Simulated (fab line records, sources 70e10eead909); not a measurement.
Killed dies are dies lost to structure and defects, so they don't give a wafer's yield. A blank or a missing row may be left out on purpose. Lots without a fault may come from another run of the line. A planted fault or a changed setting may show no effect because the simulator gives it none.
A struck lot beside a sound one | flow nand_harc | 15 steps out of a route of 1159
Sound: wafers L714.1, L714.4, L714.5. Struck: wafers L723.2, L723.4, L723.5. The cause comes at the end.
At each step with rows: each side's tool, then ch and its chambers, then its first start. Under that, the readings that differ: sound wafers | struck wafers | difference of the means | sigmas: that difference in standard deviations of wafers without a fault.
alike: readings whose means differ by less than 2 such deviations, and words and numbers that are the same on both sides. not compared: withheld readings, readings that some wafer has no value for, bounds like >300 that may hide the same value, and numbers for which the record gives no deviation and whose values overlap.
The two part at a step that has a row with sigmas, a row that says differs or no value, or rows on one side only. Numbers that don't overlap but have no deviation are shown without sigmas and don't part them. A reading that every wafer of one side lacks parts them only if that side has two wafers or more.

NHARC_A_M0_CD_MEAS_09: target cd 80 nm.
  sound on cd_sem-03 ch 0, day 19 22:16; struck on cd_sem-02 ch 0, day 22 01:27
  alike: cd_nm
NHARC_A_M0_OVL_MEAS_10: pitch 160 nm.
  sound on overlay-01, day 19 22:21; struck on overlay-01, day 22 01:32
  alike: overlay_x_nm, overlay_y_nm
NHARC_A_M0_INSPECT_11:
  sound on defect_inspect-02, day 19 22:23; struck on defect_inspect-02, day 22 01:34
  alike: raw_defect_count
NHARC_A_M0_DESCUM_14: chemistry O2, time 3 s.
  sound on rie_diel-03 ch 1,2, day 19 22:27; struck on rie_diel-12 ch 0,2,3, day 22 01:39
  alike: chamber_pressure_mTorr, drypump_motor_current_A, oes_product_au, rf_vpp_V, showerhead_plenum_p_Torr, throttle_valve_pct
  not compared: rf_hours_counter_h
NHARC_A_M0_ETCH_34: etches the open film in N2/H2, target depth 40 nm, overetch 12 nm, time 43.94 s.
  sound on rie_diel-03 ch 0,2, day 19 22:32; struck on rie_diel-12 ch 0,1,3, day 22 01:43
  alike: bias_w, chamber_pressure_mTorr, drypump_motor_current_A, oes_product_au, rf_vpp_V, showerhead_plenum_p_Torr, throttle_valve_pct
  not compared: rf_hours_counter_h
NHARC_A_M0_ETCH_15: etches the open film in C4F8/Ar, target depth 150 nm, overetch 15 nm, time 82.5 s.
  sound on rie_diel-03 ch 2,3; struck on rie_diel-12 ch 1,2
  reading               | sound             | struck            | difference | sigmas
  oes_product_au (a.u.) | 0.969 0.968 0.962 | 0.898 0.915 0.914 | -0.057     | -2
  alike: bias_w, chamber_pressure_mTorr, rf_vpp_V
  not compared: rf_hours_counter_h
NHARC_A_M0_CD_MEAS_16:
  sound on cd_sem-03, day 19 22:45; struck on cd_sem-02, day 22 01:56
  alike: cd_nm
then, 2 steps without rows for these wafers: NHARC_A_M0_STRIP_18 (strips in N2/H2); NHARC_A_M0_STRIP_19 (strips in post etch residue remover, time 600 s).
NHARC_A_M0_DEGAS_28: time 60 s.
  sound on pvd_sputter-03, day 19 23:23; struck on pvd_sputter-03, day 22 02:35
  alike: heater_power_w
then, 1 step without rows for these wafers: NHARC_A_M0_PRE_CLEAN_29 (time 30 s).
NHARC_A_M0_PVD_20: deposits TaN, target thk 5 nm, time 8.06 s.
  sound on pvd_sputter-03; struck on pvd_sputter-03
  alike: bias_v, cathode_dc_power_W, throttle_valve_pct
NHARC_A_M0_PVD_21: deposits Cu, target thk 30 nm, time 20.49 s.
  sound on pvd_sputter-03, day 19 23:37; struck on pvd_sputter-03, day 22 02:49
  no value came back on the struck wafers for cathode_dc_power_W (W), chamber_pressure_pa (Pa), throttle_valve_pct (%); on the sound wafers cathode_dc_power_W (W) reads 4999.7 5000.4 5000.2
then, 1 step without rows for these wafers: NHARC_A_M0_ECD_22 (material Cu, target thk 400 nm).
NHARC_END_SORT_01:
  sound on prober-02 ch 0, day 21 12:32; struck on prober-02 ch 0, day 23 20:37
  reading                  | sound           | struck                                                               | difference                   | sigmas
  hold                     | - - -           | await_dispo/2.5h/scrap await_dispo/2.5h/scrap await_dispo/2.5h/scrap | no value on the sound wafers |
  defect_limited_yield (%) | 94.8 95.3 96.5  | 0 0 0                                                                | -96                          | -64
  killed_at_array          | 31 26 23        | 671 671 674                                                          | +645                         | +65
  killed_dies              | 35 32 24        | 677 677 677                                                          | +647                         | +65
  sort_bin_2_pct (%)       | 1.6 1.3 0.9     | 97.0 97.5 97.0                                                       | +95.9                        | +99 or more
  sort_n_pass              | 642 645 653     | 0 0 0                                                                | -647                         | -65
  sort_rim_yield_pct (%)   | 98.1 96.2 100.0 | 0 0 0                                                                | -98                          | -52
  sort_yield_pct (%)       | 94.8 95.3 96.5  | 0 0 0                                                                | -96                          | -64
  alike: killed_at_other, killed_at_periphery, killed_open, killed_short, sort_bin_3_pct, sort_bin_4_pct

WHERE THEY PART
First at NHARC_A_M0_ETCH_15; last, within this record, at NHARC_END_SORT_01.

WHY: what the simulator had put in
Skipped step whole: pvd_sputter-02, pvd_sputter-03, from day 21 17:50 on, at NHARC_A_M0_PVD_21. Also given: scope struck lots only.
